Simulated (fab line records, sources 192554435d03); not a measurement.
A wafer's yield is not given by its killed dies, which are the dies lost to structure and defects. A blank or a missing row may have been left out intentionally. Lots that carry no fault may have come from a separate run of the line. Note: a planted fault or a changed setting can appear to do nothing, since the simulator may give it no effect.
fab line records -- flow n5-finfet
record lots=7, wafers=19, last-day=17
route steps=1938 shown BEOL_M13@1701
lots that met no fault: taken from a fault-free run of the same line
start-h: hours from the record's first day to the start of the lot's first wafer shown -- wait-h: how many hours have passed since the lot's step before this one -- " repeats the value in the row above -- L1.1+2: a row that stands for several wafers -- - either no value or no given start -- * or withheld: withheld -- < > ~ a bound
route shown NAME@n: a module of which the file shows steps, and the number in the route of the first -- usual: average and standard deviation across the fault-free wafers -- same: alike in all rows -- chamber/n: place in a boat -- sites: each site's reading -- _std_site: standard deviation across them -- _edge_site: outer sites' mean less inner sites' -- radius-mm: how far each site lies from the wafer's centre -- mask NAME#n: copy n -- behind: the tool/chamber that last shaped the wafer -- hold: the reason the lot was held/the length of the hold in hours/how it ended -- device: the n, p or np transistor that did not switch -- end of line: the route-end tests of the same wafers -- for a step that has no rows: nothing shown but its recipe -- killed: count of dies lost to structure and defects at first sort (not the wafer's yield) -- map: dies across one wafer; x = killed, . = not, _ = none there
set.NAME: the setting as run; set.NAME@STEP: as run at that earlier step -- model.NAME: the simulator's own value behind a step, which no gauge read
lots seen at some steps along the route; tables by step, rows by wafer
services: from which hour (start-h, from the record's first day; less than 0 if before it) a tool's chamber was out of use, for how many hours, and why
## steps
# step N5_BEOL_M13_PRECLEAN_39
# recipe chemistry=residue-remover, time-s=60, temp-c=40
# step N5_BEOL_M13_SRD_40
# recipe time-s=30, temp-c=23, rinse-liquid=diw, dry=n2-spin, spin-rpm=1500, dry-time-s=30
# step N5_BEOL_M13_DEGAS_41
# recipe ambient=vacuum, temp-c=250, time-s=60
# usual heater-power-w=319/35
lot.wafer,tool,chamber,start-h,wait-h,heater-power-w
L541.1,pvd-sputter-01,-,310.02,0.1,389
L541.3,pvd-sputter-01,-,310.02,0.1,277
L541.6,pvd-sputter-01,-,310.02,0.1,394
L543.1,pvd-sputter-02,-,317.31,0.5,287
L543.3,pvd-sputter-02,-,317.31,0.5,342
L543.5,pvd-sputter-02,-,317.31,0.5,290
L548.5,pvd-sputter-03,-,346.23,0.8,356
L548.6,pvd-sputter-03,-,346.23,0.8,324
L546.1,pvd-sputter-03,-,347.17,0.7,314
L546.6,pvd-sputter-03,-,347.17,0.7,374
L550.1,pvd-sputter-02,-,354.57,0.3,310
L550.2,pvd-sputter-02,-,354.57,0.3,333
L550.6,pvd-sputter-02,-,354.57,0.3,280
L553.1,pvd-sputter-02,-,383.86,0.7,289
L553.2,pvd-sputter-02,-,383.86,0.7,338
L553.4,pvd-sputter-02,-,383.86,0.7,307
L554.2,pvd-sputter-02,-,386.64,0.3,347
L554.5,pvd-sputter-02,-,386.64,0.3,280
L554.6,pvd-sputter-02,-,386.64,0.3,284
# step N5_BEOL_M13_PRE_CLEAN_42
# recipe gas=H2/He, time-s=30, temp-c=250
# step N5_BEOL_M13_SPUTTER_43
# recipe material=TaN, target-thk-a=150, temp-c=50, bias-v=168.6, power-w=15000, chamber-pressure-pa=0.12, time-s=24.19
# usual throttle-valve-pct=30.0/0.89
lot.wafer,tool,chamber,start-h,wait-h,throttle-valve-pct
L541.1,pvd-sputter-01,-,310.10,0.0,29.5
L541.3,pvd-sputter-01,-,310.10,0.0,30.9
L541.6,pvd-sputter-01,-,310.10,0.0,29.3
L543.1,pvd-sputter-02,-,317.39,0.0,29.4
L543.3,pvd-sputter-02,-,317.39,0.0,29.0
L543.5,pvd-sputter-02,-,317.39,0.0,29.2
L548.5,pvd-sputter-03,-,346.33,0.0,29.7
L548.6,pvd-sputter-03,-,346.33,0.0,30.1
L546.1,pvd-sputter-03,-,347.25,0.0,30.1
L546.6,pvd-sputter-03,-,347.25,0.0,31.6
L550.1,pvd-sputter-02,-,354.65,0.0,30.4
L550.2,pvd-sputter-02,-,354.65,0.0,29.1
L550.6,pvd-sputter-02,-,354.65,0.0,29.6
L553.1,pvd-sputter-02,-,383.94,0.0,29.2
L553.2,pvd-sputter-02,-,383.94,0.0,29.1
L553.4,pvd-sputter-02,-,383.94,0.0,30.6
L554.2,pvd-sputter-02,-,386.72,0.0,29.0
L554.5,pvd-sputter-02,-,386.72,0.0,29.7
L554.6,pvd-sputter-02,-,386.72,0.0,29.1
# step N5_BEOL_M13_SPUTTER_44
# recipe material=Ta, target-thk-a=100, temp-c=50, bias-v=80, power-w=15000, chamber-pressure-pa=0.07, time-s=16.13
# usual throttle-valve-pct=30.0/0.89
lot.wafer,tool,chamber,start-h,wait-h,throttle-valve-pct
L541.1,pvd-sputter-01,-,310.18,0.0,29.3
L541.3,pvd-sputter-01,-,310.18,0.0,31.0
L541.6,pvd-sputter-01,-,310.18,0.0,29.4
L543.1,pvd-sputter-02,-,317.47,0.0,29.5
L543.3,pvd-sputter-02,-,317.47,0.0,29.2
L543.5,pvd-sputter-02,-,317.47,0.0,29.2
L548.5,pvd-sputter-03,-,346.41,0.0,29.3
L548.6,pvd-sputter-03,-,346.41,0.0,30.1
L546.1,pvd-sputter-03,-,347.33,0.0,30.1
L546.6,pvd-sputter-03,-,347.33,0.0,31.7
L550.1,pvd-sputter-02,-,354.74,0.0,30.1
L550.2,pvd-sputter-02,-,354.74,0.0,29.2
L550.6,pvd-sputter-02,-,354.74,0.0,29.5
L553.1,pvd-sputter-02,-,384.02,0.0,29.2
L553.2,pvd-sputter-02,-,384.02,0.0,28.9
L553.4,pvd-sputter-02,-,384.02,0.0,30.3
L554.2,pvd-sputter-02,-,386.80,0.0,28.9
L554.5,pvd-sputter-02,-,386.80,0.0,29.8
L554.6,pvd-sputter-02,-,386.80,0.0,29.3
# step N5_BEOL_M13_SPUTTER_45
# recipe material=Cu, target-thk-a=800, temp-c=-20, bias-v=60, power-w=26000, chamber-pressure-pa=0.13, time-s=13.33
# step N5_BEOL_M13_ECD_47
# recipe material=Cu, target-thk-a=9360
# step N5_BEOL_M13_ANNEAL_48
# recipe temp-c=225, time-s=90, ambient=N2
# usual anneal-temp-c-max=225.91/0.3, wafer_temp_C_max=225.75/0.23
lot.wafer,tool,chamber,start-h,wait-h,anneal-temp-c-max,wafer_temp_C_max
L541.1,rtp-anneal-01,0,310.59,0.2,225.88,226.28
L541.3,rtp-anneal-01,0,310.59,0.2,226.03,226.21
L541.6,rtp-anneal-01,0,310.59,0.2,225.87,226.35
L543.1,rtp-anneal-01,0,317.83,0.1,226.37,226.19
L543.3,rtp-anneal-01,0,317.83,0.1,226.17,225.71
L543.5,rtp-anneal-01,0,317.83,0.1,225.71,225.69
L548.5,rtp-anneal-02,0,346.91,0.2,226.12,225.33
L548.6,rtp-anneal-02,0,346.91,0.2,225.84,225.33
L546.1,rtp-anneal-01,0,347.69,0.1,226.20,225.95
L546.6,rtp-anneal-01,0,347.69,0.1,226.47,225.92
L550.1,rtp-anneal-02,0,355.11,0.1,225.80,225.69
L550.2,rtp-anneal-02,0,355.11,0.1,226.03,225.77
L550.6,rtp-anneal-02,0,355.11,0.1,226.04,225.89
L553.1,rtp-anneal-01,0,384.38,0.1,226.23,225.85
L553.2,rtp-anneal-01,0,384.38,0.1,225.83,226.06
L553.4,rtp-anneal-01,0,384.38,0.1,226.03,225.87
L554.2,rtp-anneal-01,0,387.34,0.3,226.12,225.59
L554.5,rtp-anneal-01,0,387.34,0.3,225.81,225.66
L554.6,rtp-anneal-01,0,387.34,0.3,226.45,226.28
# step N5_BEOL_M13_CMP_49
# recipe stop-on=SiOC, t-overpolish-s=17.1, down-force-psi=1, platen-rpm=50, clearing-platen-down-force-psi=1.5, clearing-platen-rpm=50, post-cmp-clean=cu-alkaline, target-thk-nm=420, clearing-platen-pad-velocity-m-s=0.99484, pad-velocity-m-s=0.99484
# usual barrier-field-endpoint-s=30.3/0.66, head-pressure-psi=1.0000/0.0021, motor-current-A=6.6/0.75, overpolish-run-s=17.100/0.0095
lot.wafer,tool,chamber,start-h,wait-h,barrier-field-endpoint-s,head-pressure-psi,motor-current-A,overpolish-run-s
L541.3,cmp-01,3,310.93,0.2,30.3,0.9988,6.5,17.105
L541.1,cmp-01,0,310.93,0.2,31.2,0.9983,7.6,17.113
L541.6,cmp-01,2,310.93,0.2,31.0,0.9962,6.7,17.106
L543.1,cmp-03,0,318.13,0.3,31.0,0.9971,5.9,17.089
L543.3,cmp-03,2,318.13,0.3,31.1,0.9978,5.4,17.101
L543.5,cmp-03,1,318.13,0.3,30.9,0.9994,8.0,17.102
L548.5,cmp-01,1,347.18,0.2,30.6,0.9973,7.2,17.091
L548.6,cmp-01,2,347.18,0.2,30.2,1.0032,6.6,17.090
L546.1,cmp-01,3,348.02,0.3,31.0,1.0009,6.8,17.105
L546.6,cmp-01,3,348.02,0.3,30.2,0.9994,6.8,17.110
L550.1,cmp-01,1,355.45,0.3,30.7,0.9993,7.3,17.095
L550.2,cmp-01,2,355.45,0.3,30.0,0.9996,6.6,17.089
L550.6,cmp-01,0,355.45,0.3,30.9,1.0041,7.4,17.112
L553.4,cmp-02,0,384.71,0.2,30.1,1.0012,5.4,17.103
L553.1,cmp-02,1,384.71,0.2,29.5,0.9978,7.1,17.100
L553.2,cmp-02,2,384.71,0.2,30.7,0.9988,6.1,17.081
L554.2,cmp-03,2,387.59,0.2,30.4,0.9969,5.6,17.113
L554.6,cmp-03,2,387.59,0.2,30.7,1.0046,5.5,17.094
L554.5,cmp-03,3,387.59,0.2,30.0,0.9981,5.5,17.101
# step N5_BEOL_M13_THK_MEAS_50
# recipe thk-meas-gauge=xrf, reads=Cu_of_BEOL_M13_ECD_47
# usual M13_THK=442/8
lot.wafer,tool,chamber,start-h,wait-h,M13_THK[nm]
L541.1,film-metro-02,-,311.18,-,441
L541.3,film-metro-02,-,311.18,-,430
L541.6,film-metro-02,-,311.18,-,432
L543.1,film-metro-01,-,318.42,-,443
L543.3,film-metro-01,-,318.42,-,447
L543.5,film-metro-01,-,318.42,-,451
L548.5,film-metro-02,-,347.32,-,443
L548.6,film-metro-02,-,347.32,-,452
L546.1,film-metro-02,-,348.28,-,445
L546.6,film-metro-02,-,348.28,-,451
L550.1,film-metro-02,-,355.71,-,447
L550.2,film-metro-02,-,355.71,-,445
L550.6,film-metro-02,-,355.71,-,448
L553.1,film-metro-01,-,384.97,-,441
L553.2,film-metro-01,-,384.97,-,425
L553.4,film-metro-01,-,384.97,-,424
L554.2,film-metro-01,-,387.89,-,447
L554.5,film-metro-01,-,387.89,-,435
L554.6,film-metro-01,-,387.89,-,437
# step N5_BEOL_M13_PRE_CLEAN_52
# recipe gas=NH3, time-s=15, temp-c=withheld, rf-power-w=300
# step N5_BEOL_M13_DEP_53
# recipe material=SiCN, target-thk-a=500, temp-c=withheld, precursor=3MS/NH3, pressure-torr=3, rf-w=675, time-s=17.8
# usual showerhead-plenum-p-Torr=4.166/0.021, showerhead-vpp-V=1606/81, throttle-valve-pct=18.2/0.77
lot.wafer,tool,chamber,start-h,wait-h,showerhead-plenum-p-Torr,showerhead-vpp-V,throttle-valve-pct,model.SiCN_of_BEOL_M13_DEP_53.thk-nm
L541.1,pecvd-01,0,311.24,0.0,4.162,1698,16.7,49.8
L541.3,pecvd-01,1,311.24,0.0,4.149,1542,18.8,49.2
L541.6,pecvd-01,2,311.24,0.0,4.166,1742,16.9,49.6
L543.1,pecvd-03,2,318.48,0.0,4.204,1642,16.9,49.6
L543.3,pecvd-03,0,318.48,0.0,4.145,1587,18.7,49.8
L543.5,pecvd-03,1,318.48,0.0,4.174,1731,18.5,50.4
L548.5,pecvd-03,0,347.40,0.0,4.162,1558,18.5,50
L548.6,pecvd-03,1,347.40,0.0,4.174,1711,18.4,47.8
L546.1,pecvd-03,2,348.34,0.0,4.192,1656,17.4,48.2
L546.6,pecvd-03,0,348.34,0.0,4.164,1596,18.8,47.6
L550.1,pecvd-03,2,355.77,0.0,4.197,1646,17.3,48.8
L550.2,pecvd-03,1,355.77,0.0,4.165,1717,18.3,49.2
L550.6,pecvd-03,1,355.77,0.0,4.170,1734,18.3,48
L553.1,pecvd-02,2,385.05,0.0,4.188,1541,18.5,49
L553.2,pecvd-02,0,385.05,0.0,4.126,1526,19.3,49
L553.4,pecvd-02,2,385.05,0.0,4.197,1569,18.5,50
L554.2,pecvd-02,2,387.96,0.0,4.207,1563,18.4,49.6
L554.5,pecvd-02,0,387.96,0.0,4.134,1532,19.0,50.2
L554.6,pecvd-02,2,387.96,0.0,4.191,1534,18.6,49
# step N5_BEOL_M13_RS_MEAS_54
# recipe thk-meas-gauge=four-point-probe, reads=Cu_of_BEOL_M13_ECD_47+Ta_of_BEOL_M13_SPUTTER_44+TaN_of_BEOL_M13_SPUTTER_43
# usual M13_RS=0.0448/0.00072
lot.wafer,tool,chamber,start-h,wait-h,M13_RS[ohm/sq]
L541.1,film-metro-02,-,311.31,0.0,0.0444
L541.3,film-metro-02,-,311.31,0.0,0.0455
L541.6,film-metro-02,-,311.31,0.0,0.0452
L543.1,film-metro-01,-,318.55,0.0,0.0447
L543.3,film-metro-01,-,318.55,0.0,0.0442
L543.5,film-metro-01,-,318.55,0.0,0.0443
L548.5,film-metro-02,-,347.45,0.0,0.0447
L548.6,film-metro-02,-,347.45,0.0,0.0436
L546.1,film-metro-02,-,348.41,0.0,0.0446
L546.6,film-metro-02,-,348.41,0.0,0.0438
L550.1,film-metro-02,-,355.83,0.0,0.0446
L550.2,film-metro-02,-,355.83,0.0,0.0447
L550.6,film-metro-02,-,355.83,0.0,0.0448
L553.1,film-metro-01,-,385.13,0.1,0.0443
L553.2,film-metro-01,-,385.13,0.1,0.0458
L553.4,film-metro-01,-,385.13,0.1,0.0463
L554.2,film-metro-02,-,388.05,0.1,0.0440
L554.5,film-metro-02,-,388.05,0.1,0.0452
L554.6,film-metro-02,-,388.05,0.1,0.0451
## services
tool,chamber,start-h,hours,kind
cmp-02,-,287.69,1.8,repair
cmp-01,-,294.79,0.3,repair
cmp-02,-,305.39,3.3,repair
pvd-sputter-02,-,306.05,1.9,repair
pecvd-01,-,318.31,6.0,pm
pecvd-03,0,330.27,10.9,repair
cmp-02,-,340.86,5.7,pm
pvd-sputter-03,-,352.94,1.0,repair
cmp-03,-,357.06,1.5,repair
cmp-01,-,370.50,3.1,repair
pecvd-01,0,378.85,2.1,scheduled-down
pecvd-02,0,380.46,2.1,scheduled-down
pecvd-02,1,383.33,4.7,repair
pecvd-03,1,383.62,-,clean
pecvd-03,1,383.62,-,consumable-replace:showerhead
pecvd-03,1,383.62,29.0,scheduled-down
pecvd-03,1,383.62,29.0,vent-cycle
## key
first-sign none at tools or gauges
model-effect step=N5_BEOL_M13_DEP_53, value=SiCN_of_BEOL_M13_DEP_53.thk-nm, without=49.88, struck=48.08
met-at N5_BEOL_M13_DEP_53
struck-wafers L546.1,L546.6,L548.6,L550.1,L550.6
onset-between 318.48 347.40
fault kind=process-parameter-drift, tool=pecvd-03, chamber=-, onset-h=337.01, steps=N5_BEOL_M13_DEP_53, channel=time-s, offset=*, shape=step, end-h=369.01, scope=struck-wafers-only, acts-in=*, stated=*
